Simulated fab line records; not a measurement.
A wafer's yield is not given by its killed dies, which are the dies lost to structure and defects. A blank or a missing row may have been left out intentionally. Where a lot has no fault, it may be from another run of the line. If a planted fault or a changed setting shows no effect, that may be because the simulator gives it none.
fab line records    flow n5_finfet
record lots=5  wafers=15  last_day=20
route steps=1938 shown BEOL_M4@1099 BEOL_M5@1112 BEOL_M11@1599 PASSIVATION@1936
lots that met no fault: taken from a fault-free run of the same line
start_h: the number of hours between the record's first day and the start of the first shown wafer of the lot    wait_h: hours elapsed since this lot's preceding step    " same as the row above    L1.1+2: a single row standing in for several wafers    - no value, or no start was given    * or withheld: withheld    < > ~ a bound
route shown NAME@n: names a module that has steps shown in the file, with the first one's number in the route    usual: mean/standard deviation of fault-free wafers    same: alike in all rows    chamber/n: place in a boat    sites: per-site readings    _std_site: standard deviation across them    _edge_site: inner sites' mean taken away from outer sites' mean    radius_mm: how far each site lies from the wafer's centre    mask NAME#n: copy n    behind: tool/chamber where the wafer was last shaped    hold: why the lot was held/for how many hours/how that ended    device: the n, p or np transistor that did not switch    end of line: the same wafers' tests at the end of the route    step lacking rows: just its recipe    killed: count of dies lost to structure and defects at first sort (not the wafer's yield)    map: the dies of a wafer, with x for killed, . for not killed, _ for no die there
set.NAME: setting as actually run; set.NAME@STEP: the setting as run at that earlier step    model.NAME: the simulator's own value behind a step, which no gauge read
certain route steps with their lots: each step a table, each wafer a row
services: from which hour (start_h, from the record's first day; less than 0 if before it) a tool's chamber was out of use, for how many hours, and why
## steps
# step N5_BEOL_M4_ANNEAL_95
# recipe temp_c=400  time_s=240  ambient=vacuum
# step N5_BEOL_M4_SPUTTER_96
# recipe material=Cu  target_thk_a=45  temp_c=-20  chamber_pressure_pa=0.07  power_w=withheld  time_s=8.29
# step N5_BEOL_M4_ECD_50
# recipe material=Cu  target_thk_a=3000
# step N5_BEOL_M4_ANNEAL_51
# recipe temp_c=225  time_s=90  ambient=N2
# step N5_BEOL_M4_CMP_52
# recipe stop_on=SiOC  t_overpolish_s=6.8  down_force_psi=1  platen_rpm=50  clearing_platen_down_force_psi=1.5  clearing_platen_rpm=50  post_cmp_clean=cu_alkaline  target_thk_nm=40  clearing_platen_pad_velocity_m_s=0.99484  pad_velocity_m_s=0.99484
# step N5_BEOL_M4_PRE_CLEAN_60
# recipe gas=NH3/H2  time_s=15  temp_c=*  rf_power_w=300
# step N5_BEOL_M4_CO_CAP_55
# recipe material=Co  target_thk_a=20  temp_c=200  precursor=CCTBA/H2  pressure_torr=30  time_s=102.1
# step N5_BEOL_M4_PRE_CLEAN_56
# recipe gas=NH3  time_s=15  temp_c=withheld  rf_power_w=300
# step N5_BEOL_M4_DEP_57
# recipe material=SiCN  target_thk_a=80  temp_c=withheld  precursor=3MS/NH3  pressure_torr=3  rf_w=202  time_s=14
# step N5_BEOL_M4_RC_MEAS_101
# usual DIBL_N=36.5/2.1  DIBL_P=36.6/2.6  IOFF_N=0.17/0.044  IOFF_P=0.21/0.048  ION_N=674/17  ION_P=462/9.5  SS_N=71.6/0.77  SS_P=73.5/0.72  VT_N=250/4.2  VT_P=-250/3.9
lot.wafer  tool       chamber  start_h  wait_h  DIBL_N[mV/V]  DIBL_P[mV/V]  IOFF_N[nA/um]  IOFF_P[nA/um]  ION_N[uA/um]  ION_P[uA/um]  SS_N[mV/dec]  SS_P[mV/dec]  VT_N[mV]  VT_P[mV]
L832.1     prober-02  0        217.64   0.0     35.5          35.5          0.13           0.20           673           468           70.1          73.9          253       -251
L832.2     "          0        "        "       41.8          43.6          0.26           0.34           695           474           72.9          76.0          244       -245
L832.4     "          0        "        "       40.1          40.4          0.21           0.30           674           469           71.7          74.8          251       -246
L843.1     prober-02  0        299.86   0.0     37.1          37.3          0.15           0.19           649           446           71.8          73.7          250       -255
L843.3     "          0        "        "       36.4          39.2          0.17           0.23           682           463           71.4          74.4          249       -252
L843.5     "          0        "        "       34.2          35.2          0.13           0.18           664           459           71.0          73.3          253       -251
L850.1     prober-01  0        317.21   0.0     33.9          34.1          0.10           0.14           656           449           71.3          73.0          256       -257
L850.2     "          0        "        "       38.8          40.4          0.18           0.23           672           456           72.6          74.4          252       -252
L850.5     "          0        "        "       36.9          37.0          0.14           0.18           672           462           71.8          74.2          253       -255
L849.2     prober-01  0        323.80   0.2     37.9          38.0          0.16           0.21           662           452           72.5          73.2          251       -252
L849.4     "          0        "        "       40.2          41.2          0.25           0.27           702           471           72.6          74.1          242       -245
L849.6     "          0        "        "       37.2          37.0          0.16           0.20           666           450           72.0          73.9          250       -253
L854.2     prober-01  0        349.58   0.2     35.7          35.2          0.14           0.15           662           452           71.3          72.9          256       -257
L854.3     "          0        "        "       35.8          36.3          0.14           0.18           667           459           70.6          72.9          254       -253
L854.5     "          0        "        "       33.6          35.2          0.10           0.16           652           458           70.4          73.0          256       -254
# step N5_BEOL_M5_ILD_DEP_00
# recipe material=SiCOH_lowk  target_thk_a=1406.4  temp_c=300  precursor=DEMS/porogen  pressure_torr=5  rf_w=500  time_s=25.9
# step N5_BEOL_M5_CURE_79
# recipe temp_c=385  time_s=240  ambient=He/Ar  material=SiCOH_lowk
# step N5_BEOL_M5_PECVD_70
# recipe material=SiO2  target_thk_a=160  temp_c=400  precursor=TEOS/O2  pressure_torr=5.5  rf_w=450  teos_flow_sccm=53.8  gas=O2  flow_sccm=3000  time_s=18
# step N5_BEOL_M5_HM_DEP_02
# recipe material=TiN  target_thk_a=200  temp_c=25  chamber_pressure_pa=0.49996
# step N5_BEOL_M5_COAT_59
# recipe resist=SOC  temp_c=250  time_s=60  spin_rpm=1500  resist_thk_nm=60
# step N5_BEOL_M5_COAT_60
# recipe resist=SiARC  temp_c=220  time_s=60  spin_rpm=1500  resist_thk_nm=12
# step N5_BEOL_M5_COAT_71
# recipe resist=underlayer  temp_c=205  time_s=60  spin_rpm=1500  resist_thk_nm=5
# step N5_BEOL_M5_COAT_05
# recipe resist=CAR-EUV  spin_rpm=1500  resist_thk_nm=30
# step N5_BEOL_M5_EBR_07
# recipe solvent=PGMEA  ebr_width_mm=1.5
# step N5_BEOL_M5_SOFTBAKE_06
# recipe temp_c=110  time_s=60  resist=CAR-EUV
# step N5_BEOL_M5_EXPOSE_08
# recipe mask_id=M5  na=0.33  source_shape=annular  sigma_inner=0.4  sigma_outer=0.8  polarization=unpolarized  target_cd_nm=28  dose_mj=35.75
# step N5_BEOL_M5_PEB_09
# recipe peb_temp_c=100  peb_time_s=60  resist=CAR-EUV
# step N5_BEOL_M5_DEVELOP_10
# recipe develop_time_s=30  developer=TMAH  resist=CAR-EUV  rinse_liquid=surfactant_rinse  dry=air_spin  dev_temp_c=23
# step N5_BEOL_M5_DESCUM_16
# recipe chemistry=O2  time_s=7  source_power_w=50  bias_power_w=20  pressure_mtorr=20  rf_frequency_hz=2.712e+07  temp_c=40  resist=CAR-EUV  o2_flow_sccm=225
# step N5_BEOL_M5_ETCH_72
# recipe chemistry=N2/H2  target=underlayer  target_depth_a=65  mask_material=CAR-EUV  time_s=5.2  ion_energy_ev=200  pressure_mtorr=30  source_w=840  bias_w=150  n2_flow_sccm=200  h2_flow_sccm=200  ends=cleared
# step N5_BEOL_M5_ETCH_61
# recipe chemistry=CF4  target=SiARC  target_depth_a=156  mask_material=CAR-EUV  time_s=26  ion_energy_ev=80  pressure_mtorr=40  source_w=545  bias_w=36  Ar_flow_sccm=100  cf4_flow_sccm=100  ends=cleared
# step N5_BEOL_M5_ETCH_62
# recipe chemistry=N2/H2  target=SOC  target_depth_a=750  overetch_a=150  mask_material=SiARC  temp_c=40  time_s=112.5  ion_energy_ev=200  pressure_mtorr=30  source_w=840  bias_w=150  n2_flow_sccm=200  h2_flow_sccm=200
# step N5_BEOL_M5_STRIP_63
# recipe chemistry=N2/H2  temp_c=40  n2_flow_sccm=200  h2_flow_sccm=200  rf_frequency_hz=6e+07
# step N5_BEOL_M5_STRIP_73
# recipe chemistry=N2/H2  temp_c=40  n2_flow_sccm=200  h2_flow_sccm=200  rf_frequency_hz=6e+07
# step N5_BEOL_M5_STRIP_64
# recipe chemistry=CF4  resist=SiARC  power_w=300  bias_power_w=75  pressure_mtorr=50  cf4_flow_sccm=150  rf_frequency_hz=6e+07
# step N5_BEOL_M5_HM_OPEN_17
# recipe chemistry=Cl2/BCl3  target_depth_a=200  overetch_a=60  target=TiN  mask_material=SOC  ion_energy_ev=150  pressure_mtorr=10  icp_w=1000  bias_w=126  Cl2_flow_sccm=53.25  bcl3_flow_sccm=21.75  Ar_flow_sccm=25
# step N5_BEOL_M5_STRIP_19
# recipe chemistry=O2  power_w=400  temp_c=40  pressure_mtorr=30  rf_frequency_hz=6e+07  bias_power_w=0  overash_fraction=0.2  o2_flow_sccm=225
# step N5_BEOL_M5_COAT_65
# recipe resist=SOC  temp_c=250  time_s=60  spin_rpm=1500  resist_thk_nm=60
# step N5_BEOL_M5_COAT_66
# recipe resist=SiARC  temp_c=220  time_s=60  spin_rpm=1500  resist_thk_nm=12
# step N5_BEOL_M11_DEP_56
# recipe material=SiCN  target_thk_a=300  temp_c=withheld  precursor=3MS/NH3  pressure_torr=3  rf_w=675  time_s=10.5
# usual chamber_pressure_Torr=3.000/0.0066  rf_fwd_power_W=666.9/2.9  showerhead_plenum_p_Torr=4.162/0.028  throttle_valve_pct=18.6/1.5
lot.wafer  tool      chamber  start_h  wait_h  chamber_pressure_Torr  rf_fwd_power_W  showerhead_plenum_p_Torr  throttle_valve_pct
L832.1     pecvd-01  2        279.92   0.0     2.997                  667.0           4.159                     17.3
L832.2     "         0        "        "       3.010                  674.4           4.148                     19.3
L832.4     "         2        "        "       2.986                  668.3           4.159                     17.5
L843.1     pecvd-01  2        366.07   0.0     -                      -               -                         -
L843.3     "         0        "        "       -                      -               -                         -
L843.5     "         2        "        "       -                      -               -                         -
L850.1     pecvd-02  0        388.19   0.0     -                      -               -                         -
L850.2     "         1        "        "       -                      -               -                         -
L850.5     "         2        "        "       -                      -               -                         -
L849.2     pecvd-01  2        388.64   0.0     -                      -               -                         -
L849.4     "         1        "        "       -                      -               -                         -
L849.6     "         0        "        "       -                      -               -                         -
L854.2     pecvd-02  0        422.38   0.0     2.994                  670.8           4.194                     18.6
L854.3     "         1        "        "       2.992                  667.6           4.169                     18.5
L854.5     "         1        "        "       2.992                  668.1           4.160                     18.9
# step N5_PASSIVATION_PROBE_49
# usual defect_limited_yield=91.2/1.5  killed_at_M0_to_M3=36/10  killed_at_M4_up=14/5.2  killed_at_contacts=12/6  killed_at_front_end=37/10  killed_at_other=4/3.3  killed_dies=104/18  killed_on_rim=14/4.1  killed_open=68/14  killed_short=34/7.4  sort_bin_5_function=5.2/1  sort_bin_6_memory=3.3/0.7  sort_n_pass=1076/18  sort_yield_pct=91.2/1.5
# same gross_dies=1180  killed_at_back_side=0  sort_bin_4_leakage[%]=0  sort_bin_8_speed[%]=0
lot.wafer  tool       chamber  start_h  wait_h  defect_limited_yield[%]  killed_at_M0_to_M3  killed_at_M4_up  killed_at_contacts  killed_at_front_end  killed_at_other  killed_dies  killed_on_rim  killed_open  killed_short  sort_bin_5_function[%]  sort_bin_6_memory[%]  sort_n_pass  sort_yield_pct[%]
L832.1     prober-01  -        318.91   0.0     91.5                     25                  24               15                  33                   3                100          7              79           21            5.3                     3.1                   1080         91.5
L832.2     prober-01  -        318.96   0.1     92.5                     29                  11               10                  33                   6                89           17             58           27            4.7                     2.7                   1091         92.5
L832.4     prober-01  -        319.06   0.2     91.6                     23                  13               13                  45                   5                99           17             63           34            4.7                     3.3                   1081         91.6
L843.1     prober-02  -        419.59   0.0     0                        40                  1083             15                  41                   1                1180         152            65           39            96.1                    3.6                   0            0
L843.3     prober-02  -        419.69   0.1     0                        26                  1087             28                  31                   8                1180         152            66           34            96.6                    3.1                   0            0
L843.5     prober-02  -        419.79   0.2     0                        46                  1072             23                  33                   6                1180         152            70           55            96.3                    3.1                   0            0
L850.1     prober-01  -        439.05   0.0     0                        41                  1096             4                   36                   3                1180         152            61           39            96.1                    3.2                   0            0
L850.2     prober-01  -        439.10   0.1     0                        24                  1101             7                   44                   4                1180         152            49           38            97.3                    2.4                   0            0
L850.5     prober-01  -        439.25   0.2     0                        31                  1109             5                   32                   3                1180         152            56           28            96.9                    2.6                   0            0
L849.2     prober-02  -        439.47   0.1     0                        74                  1060             7                   28                   11               1180         152            96           34            95.2                    4.6                   0            0
L849.4     prober-02  -        439.57   0.2     0                        39                  1091             8                   38                   4                1180         152            77           30            96.5                    3.1                   0            0
L849.6     prober-02  -        439.67   0.3     0                        38                  1105             8                   27                   2                1180         152            67           26            96.7                    3.1                   0            0
L854.2     prober-01  -        478.25   0.1     92.2                     48                  16               3                   23                   2                92           12             57           34            4.9                     2.7                   1088         92.2
L854.3     prober-01  -        478.30   0.1     91.7                     42                  9                6                   29                   12               98           6              60           37            4.9                     3.1                   1082         91.7
L854.5     prober-01  -        478.40   0.2     92.5                     18                  15               7                   46                   3                89           10             58           30            5.2                     2.3                   1091         92.5
# killed by level:class
L832.1 MOL_CONTACT_COAG:geometric_particle:open=13 STI_FIN_REVEAL:geometric_particle:open=11 BEOL_M4:geometric_particle:open=8 BEOL_M1:geometric_particle:open=7 BEOL_M7:geometric_particle:open=6 BEOL_M0_SAQP:geometric_particle:short=5 FIN_SAQP:geometric_particle:short=4 BEOL_M2:geometric_particle:open=4
L832.2 FIN_SAQP:geometric_particle:open=10 BEOL_M3:geometric_particle:open=9 BEOL_M4:geometric_particle:open=8 MOL_CONTACT_COAG:geometric_particle:open=7 BEOL_M3:geometric_particle:short=7 BEOL_M1:geometric_particle:open=6 STI_FIN_REVEAL:geometric_particle:open=4 GATE_CUT:geometric_particle:short=4
L832.4 FIN_SAQP:geometric_particle:open=12 MOL_CONTACT_COAG:geometric_particle:open=9 DUMMY_GATE:geometric_particle:open=7 BEOL_M1:geometric_particle:open=7 BEOL_M3:geometric_particle:open=5 BEOL_M2:geometric_particle:open=5 FIN_SAQP:geometric_particle:short=4 GATE_CUT:geometric_particle:short=4
L843.1 BEOL_M11:area_dep=1074 BEOL_M0_SAQP:geometric_particle:short=13 FIN_SAQP:geometric_particle:open=10 MOL_CONTACT_COAG:geometric_particle:open=10 BEOL_M0_SAQP:geometric_particle:open=8 FIN_SAQP:geometric_particle:short=5 MOL_CONTACT_COAG:geometric_particle:short=5 BEOL_M2:geometric_particle:open=5
L843.3 BEOL_M11:area_dep=1078 MOL_CONTACT_COAG:geometric_particle:open=23 BEOL_M3:geometric_particle:short=7 STI_FIN_REVEAL:geometric_particle:open=6 BEOL_M2:geometric_particle:open=6 DUMMY_GATE:geometric_particle:open=5 MOL_CONTACT_COAG:geometric_particle:short=5 BEOL_M4:geometric_particle:open=4
L843.5 BEOL_M11:area_dep=1055 BEOL_M0_SAQP:geometric_particle:open=16 MOL_CONTACT_COAG:geometric_particle:open=15 BEOL_M0_SAQP:geometric_particle:short=12 MOL_CONTACT_COAG:geometric_particle:short=8 BEOL_M3:geometric_particle:open=7 GATE_CUT:geometric_particle:short=5 BEOL_M5:geometric_particle:short=5
L850.1 BEOL_M11:area_dep=1080 DUMMY_GATE:geometric_particle:open=9 BEOL_M3:geometric_particle:open=9 STI_FIN_REVEAL:geometric_particle:open=8 BEOL_M0_SAQP:geometric_particle:short=8 BEOL_M0_SAQP:geometric_particle:open=6 FIN_SAQP:geometric_particle:short=5 BEOL_M1:geometric_particle:open=5
L850.2 BEOL_M11:area_dep=1093 FIN_SAQP:geometric_particle:short=12 BEOL_M3:geometric_particle:open=9 DUMMY_GATE:geometric_particle:open=7 MOL_CONTACT_COAG:geometric_particle:open=6 STI_FIN_REVEAL:geometric_particle:open=5 BEOL_M0_SAQP:geometric_particle:short=5 STARTING-WAFER:geometric_particle:short=5
L850.5 BEOL_M11:area_dep=1095 DUMMY_GATE:geometric_particle:open=12 BEOL_M0_SAQP:geometric_particle:open=10 BEOL_M3:geometric_particle:open=7 BEOL_M0_SAQP:geometric_particle:short=6 BEOL_M4:geometric_particle:open=5 STI_FIN_REVEAL:geometric_particle:open=4 FIN_SAQP:geometric_particle:short=3
L849.2 BEOL_M11:area_dep=1049 BEOL_M1:geometric_particle:open=19 BEOL_M3:geometric_particle:open=11 BEOL_M0_SAQP:geometric_particle:short=10 BEOL_M0_SAQP:geometric_particle:open=10 BEOL_M2:geometric_particle:open=8 STI_FIN_REVEAL:geometric_particle:open=7 MOL_CONTACT_COAG:geometric_particle:open=7
L849.4 BEOL_M11:area_dep=1072 FIN_SAQP:geometric_particle:open=10 BEOL_M2:geometric_particle:open=9 STI_FIN_REVEAL:geometric_particle:open=9 BEOL_M1:geometric_particle:open=9 MOL_CONTACT_COAG:geometric_particle:open=6 BEOL_M0_SAQP:geometric_particle:short=6 BEOL_M3:geometric_particle:open=5
L849.6 BEOL_M11:area_dep=1087 BEOL_M3:geometric_particle:open=11 BEOL_M2:geometric_particle:open=9 BEOL_M1:geometric_particle:open=8 BEOL_M4:geometric_particle:open=8 DUMMY_GATE:geometric_particle:open=7 MOL_CONTACT_COAG:geometric_particle:open=6 FIN_SAQP:geometric_particle:open=5
L854.2 BEOL_M2:geometric_particle:open=13 BEOL_M3:geometric_particle:open=8 BEOL_M2:geometric_particle:short=7 STI_FIN_REVEAL:geometric_particle:open=6 BEOL_M0_SAQP:geometric_particle:short=6 BEOL_M4:geometric_particle:open=6 STI_FIN_REVEAL:geometric_particle:short=5 BEOL_M0_SAQP:geometric_particle:open=5
L854.3 BEOL_M0_SAQP:geometric_particle:open=10 GATE_CUT:geometric_particle:short=7 BEOL_M1:geometric_particle:open=7 MOL_CONTACT_COAG:geometric_particle:open=6 BEOL_M0_SAQP:geometric_particle:short=6 FIN_SAQP:geometric_particle:short=5 BEOL_M2:geometric_particle:open=5 MIM_TOP_ETCH:geometric_particle:open=5
L854.5 STI_FIN_REVEAL:geometric_particle:open=12 GATE_CUT:geometric_particle:open=7 BEOL_M4:geometric_particle:open=7 MOL_CONTACT_COAG:geometric_particle:open=6 BEOL_M2:geometric_particle:open=6 STI_FIN_REVEAL:geometric_particle:short=5 STARTING-WAFER:geometric_particle:short=4 FIN_SAQP:geometric_particle:short=3
# map L843.1 (x killed, . not)
_________________xxxxxxxxxxxx________________
______________xxxxxxxxxxxxxxxxxx_____________
___________xxxxxxxxxxxxxxxxxxxxxxxx__________
__________xxxxxxxxxxxxxxxxxxxxxxxxxx_________
________xxxxxxxxxxxxxxxxxxxxxxxxxxxxxx_______
_______xxxxxxxxxxxxxxxxxxxxxxxxxxxxxxxx______
______xxxxxxxxxxxxxxxxxxxxxxxxxxxxxxxxxx_____
_____xxxxxxxxxxxxxxxxxxxxxxxxxxxxxxxxxxxx____
____xxxxxxxxxxxxxxxxxxxxxxxxxxxxxxxxxxxxxx___
___xxxxxxxxxxxxxxxxxxxxxxxxxxxxxxxxxxxxxxxx__
___xxxxxxxxxxxxxxxxxxxxxxxxxxxxxxxxxxxxxxxx__
__xxxxxxxxxxxxxxxxxxxxxxxxxxxxxxxxxxxxxxxxxx_
__xxxxxxxxxxxxxxxxxxxxxxxxxxxxxxxxxxxxxxxxxx_
_xxxxxxxxxxxxxxxxxxxxxxxxxxxxxxxxxxxxxxxxxxxx
_xxxxxxxxxxxxxxxxxxxxxxxxxxxxxxxxxxxxxxxxxxxx
_xxxxxxxxxxxxxxxxxxxxxxxxxxxxxxxxxxxxxxxxxxxx
_xxxxxxxxxxxxxxxxxxxxxxxxxxxxxxxxxxxxxxxxxxxx
_xxxxxxxxxxxxxxxxxxxxxxxxxxxxxxxxxxxxxxxxxxxx
_xxxxxxxxxxxxxxxxxxxxxxxxxxxxxxxxxxxxxxxxxxxx
_xxxxxxxxxxxxxxxxxxxxxxxxxxxxxxxxxxxxxxxxxxxx
_xxxxxxxxxxxxxxxxxxxxxxxxxxxxxxxxxxxxxxxxxxxx
__xxxxxxxxxxxxxxxxxxxxxxxxxxxxxxxxxxxxxxxxxx_
__xxxxxxxxxxxxxxxxxxxxxxxxxxxxxxxxxxxxxxxxxx_
___xxxxxxxxxxxxxxxxxxxxxxxxxxxxxxxxxxxxxxxx__
___xxxxxxxxxxxxxxxxxxxxxxxxxxxxxxxxxxxxxxxx__
____xxxxxxxxxxxxxxxxxxxxxxxxxxxxxxxxxxxxxx___
_____xxxxxxxxxxxxxxxxxxxxxxxxxxxxxxxxxxxx____
______xxxxxxxxxxxxxxxxxxxxxxxxxxxxxxxxxx_____
_______xxxxxxxxxxxxxxxxxxxxxxxxxxxxxxxx______
________xxxxxxxxxxxxxxxxxxxxxxxxxxxxxx_______
__________xxxxxxxxxxxxxxxxxxxxxxxxxx_________
___________xxxxxxxxxxxxxxxxxxxxxxxx__________
______________xxxxxxxxxxxxxxxxxx_____________
_________________xxxxxxxxxxxx________________
# map L849.2 (x killed, . not)
_________________xxxxxxxxxxxx________________
______________xxxxxxxxxxxxxxxxxx_____________
___________xxxxxxxxxxxxxxxxxxxxxxxx__________
__________xxxxxxxxxxxxxxxxxxxxxxxxxx_________
________xxxxxxxxxxxxxxxxxxxxxxxxxxxxxx_______
_______xxxxxxxxxxxxxxxxxxxxxxxxxxxxxxxx______
______xxxxxxxxxxxxxxxxxxxxxxxxxxxxxxxxxx_____
_____xxxxxxxxxxxxxxxxxxxxxxxxxxxxxxxxxxxx____
____xxxxxxxxxxxxxxxxxxxxxxxxxxxxxxxxxxxxxx___
___xxxxxxxxxxxxxxxxxxxxxxxxxxxxxxxxxxxxxxxx__
___xxxxxxxxxxxxxxxxxxxxxxxxxxxxxxxxxxxxxxxx__
__xxxxxxxxxxxxxxxxxxxxxxxxxxxxxxxxxxxxxxxxxx_
__xxxxxxxxxxxxxxxxxxxxxxxxxxxxxxxxxxxxxxxxxx_
_xxxxxxxxxxxxxxxxxxxxxxxxxxxxxxxxxxxxxxxxxxxx
_xxxxxxxxxxxxxxxxxxxxxxxxxxxxxxxxxxxxxxxxxxxx
_xxxxxxxxxxxxxxxxxxxxxxxxxxxxxxxxxxxxxxxxxxxx
_xxxxxxxxxxxxxxxxxxxxxxxxxxxxxxxxxxxxxxxxxxxx
_xxxxxxxxxxxxxxxxxxxxxxxxxxxxxxxxxxxxxxxxxxxx
_xxxxxxxxxxxxxxxxxxxxxxxxxxxxxxxxxxxxxxxxxxxx
_xxxxxxxxxxxxxxxxxxxxxxxxxxxxxxxxxxxxxxxxxxxx
_xxxxxxxxxxxxxxxxxxxxxxxxxxxxxxxxxxxxxxxxxxxx
__xxxxxxxxxxxxxxxxxxxxxxxxxxxxxxxxxxxxxxxxxx_
__xxxxxxxxxxxxxxxxxxxxxxxxxxxxxxxxxxxxxxxxxx_
___xxxxxxxxxxxxxxxxxxxxxxxxxxxxxxxxxxxxxxxx__
___xxxxxxxxxxxxxxxxxxxxxxxxxxxxxxxxxxxxxxxx__
____xxxxxxxxxxxxxxxxxxxxxxxxxxxxxxxxxxxxxx___
_____xxxxxxxxxxxxxxxxxxxxxxxxxxxxxxxxxxxx____
______xxxxxxxxxxxxxxxxxxxxxxxxxxxxxxxxxx_____
_______xxxxxxxxxxxxxxxxxxxxxxxxxxxxxxxx______
________xxxxxxxxxxxxxxxxxxxxxxxxxxxxxx_______
__________xxxxxxxxxxxxxxxxxxxxxxxxxx_________
___________xxxxxxxxxxxxxxxxxxxxxxxx__________
______________xxxxxxxxxxxxxxxxxx_____________
_________________xxxxxxxxxxxx________________
## services
tool      chamber  start_h  hours  kind
pecvd-02  -        270.32   28.1   pm
pecvd-01  -        295.80   14.6   pm
pecvd-02  1        319.53   5.5    scheduled_down
pecvd-01  1        366.46   4.7    repair
pecvd-01  -        413.47   2.8    pm
## key
first_sign step=N5_BEOL_M11_DEP_56  reading=tool_record  direction=missing
effect step=N5_PASSIVATION_PROBE_49  reading=killed_at_M4_up  direction=up  sigmas=99+  usual=14  struck=1089
more_kills_born_at N5_BEOL_M11_DEP_56@pecvd-01=6415  N5_BEOL_M11_DEP_56@pecvd-02=3268
met_at N5_BEOL_M11_DEP_56
struck_wafers L843.1,L843.3,L843.5,L849.2,L849.4,L849.6,L850.1,L850.2,L850.5
later_rows_left_out L843.1,L843.3,L843.5,L849.2,L849.4,L849.6,L850.1,L850.2,L850.5
onset_between 279.92 366.07
fault kind=skipped_step_whole  tool=pecvd-01,pecvd-02  chamber=-  onset_h=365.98  steps=N5_BEOL_M11_DEP_56  scope=struck_lots_only
# later_rows_left_out: the simulator's readings of these wafers behind a module that went badly wrong aren't trusted and aren't shown, but for the sort
